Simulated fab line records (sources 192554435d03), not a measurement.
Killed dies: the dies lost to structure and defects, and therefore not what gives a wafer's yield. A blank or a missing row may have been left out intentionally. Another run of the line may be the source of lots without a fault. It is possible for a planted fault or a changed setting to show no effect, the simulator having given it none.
Split-lot trial	flow n5Finfet	7 lots, 39 wafers read, on a route of 1938 steps

THE SPLIT ITSELF
At N5_BEOL_M13_ETCH_68 (etches SOC in N2/H2, time 355 s), the setting timeS was moved away from the recipe's 355 s on 15 of the 39 wafers read, by -55.4% to +37.4%. For the rest of the wafers, this setting stayed at what the recipe calls for.

The reading is taken at the split's own step.

THE READING
SiARC_of_BEOL_M13_COAT_66.thkNm (the simulator's own value, which no gauge read), in nm, at N5_BEOL_M13_ETCH_68 (etches SOC in N2/H2, time 355 s). The file gives no usual value for it. Here, 24 wafers ran the recipe; their average is 77.4 nm with a standard deviation of 0.58 nm.

wafer	tool, chamber at the split	timeS as run, s	against the recipe	SiARC_of_BEOL_M13_COAT_66.thkNm, nm	against lot-mates on the recipe
L075.1	rieDiel-01, 3,1	289.5	-18.5%	82.4	+6.1
L075.4	rieDiel-01, 3,1	289.5	-18.5%	82.4	+6.1
L075.2	rieDiel-01, 1	355	recipe	76.2	-
L075.3	rieDiel-01, 2	355	recipe	76	-
L075.5	rieDiel-01, 3	289.5	-18.5%	83	+6.7
L075.6	rieDiel-01, 2	355	recipe	76.6	-
L077.1	rieDiel-01, 0	158.4	-55.4%	95.6	+17.8
L077.2	rieDiel-01, 3	355	recipe	78	-
L077.3	rieDiel-01, 1	355	recipe	77.2	-
L077.4	rieDiel-01, 2	355	recipe	78.2	-
L077.5	rieDiel-01, 1	158.4	-55.4%	95.2	+17.4
L077.6	rieDiel-01, 2	158.4	-55.4%	95.4	+17.6
L078.1	rieDiel-01, 0,1	487.8	+37.4%	64.8	-12.9
L078.3	rieDiel-01, 0,1	487.8	+37.4%	64.8	-12.9
L078.2	rieDiel-01, 2	355	recipe	77.8	-
L078.4	rieDiel-01, 3	355	recipe	78.2	-
L078.5	rieDiel-01, 2	487.8	+37.4%	65.8	-11.9
L078.6	rieDiel-01, 1	355	recipe	77.2	-
L079.1	rieDiel-03, 1	355	recipe	77.8	-
L079.4	rieDiel-03, 2	355	recipe	77	-
L079.5	rieDiel-03, 1	355	recipe	77.4	-
L084.1	rieDiel-01, 2	355	recipe	77.4	-
L084.2	rieDiel-01, 1	355	recipe	77.2	-
L084.3	rieDiel-01, 3,2	292.1	-17.7%	83	+5.8
L084.5	rieDiel-01, 3,2	292.1	-17.7%	83	+5.8
L084.4	rieDiel-01, 0	292.1	-17.7%	82	+4.8
L084.6	rieDiel-01, 1	355	recipe	77	-
L086.1	rieDiel-03, 2,0	355	recipe	77.6	-
L086.3	rieDiel-03, 2,0	355	recipe	77.6	-
L086.2	rieDiel-03, 3,2	355	recipe	77.2	-
L086.6	rieDiel-03, 3,2	355	recipe	77.2	-
L086.4	rieDiel-03, 1	355	recipe	77.4	-
L086.5	rieDiel-03, 1	355	recipe	77.4	-
L092.1	rieDiel-02, 1	483.7	+36.3%	66.6	-11.5
L092.2	rieDiel-02, 3	483.7	+36.3%	67.2	-10.9
L092.3	rieDiel-02, 0	355	recipe	78	-
L092.6	rieDiel-02, 0	355	recipe	78	-
L092.4	rieDiel-02, 1	355	recipe	78.2	-
L092.5	rieDiel-02, 3	483.7	+36.3%	66.8	-11.3
If several chambers appear in one row, that row covers several wafers at once and the file leaves open which wafer was in which chamber.

THE FIT
A straight line over all 39 wafers: SiARC_of_BEOL_M13_COAT_66.thkNm changes by -0.315 nm for each +1% of timeS; r = -1.00; the points scatter about the line by 0.64 nm.
The same after taking each lot's own level away (the mean of its wafers on the recipe; 39 wafers): -0.321 nm for each +1%; r = -1.00; scatter 0.4 nm.
On that fit, the largest move of timeS shifts the reading by 18 nm.
Measured against the standard deviation above, the lots' own levels, which go from 76.27 to 78.07 nm, span 3.1 times it.
So the lot-to-lot level changes the slope little: the two slopes agree.
Check: with one of the wafers moved furthest among these (-55.4%) left out of the fit, the line predicts +17.8 nm for it against its lot-mates. It came out at +17.8 nm against them.

ADDITIONAL SPLITS CARRIED BY THESE WAFERS
These wafers also went through other splits before the reading. Each is held against what the fit with the lots' levels taken away leaves over:
other split on the same wafers	wafers away from the commonest value	r with SiARC_of_BEOL_M13_COAT_66.thkNm (lot level and that fit taken away)
N5_BEOL_M7_ILD_DEP_00 timeS	15	-0.01
N5_BEOL_M10_ILD_DEP_00 targetThkA	12	-0.11
N5_BEOL_M12_ETCH_68 targetDepthA	18	-0.17

THE FILE'S OWN FIT
SiARC_of_BEOL_M13_COAT_66.thkNm changes by -0.321 nm for each +1% of timeS, r = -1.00.
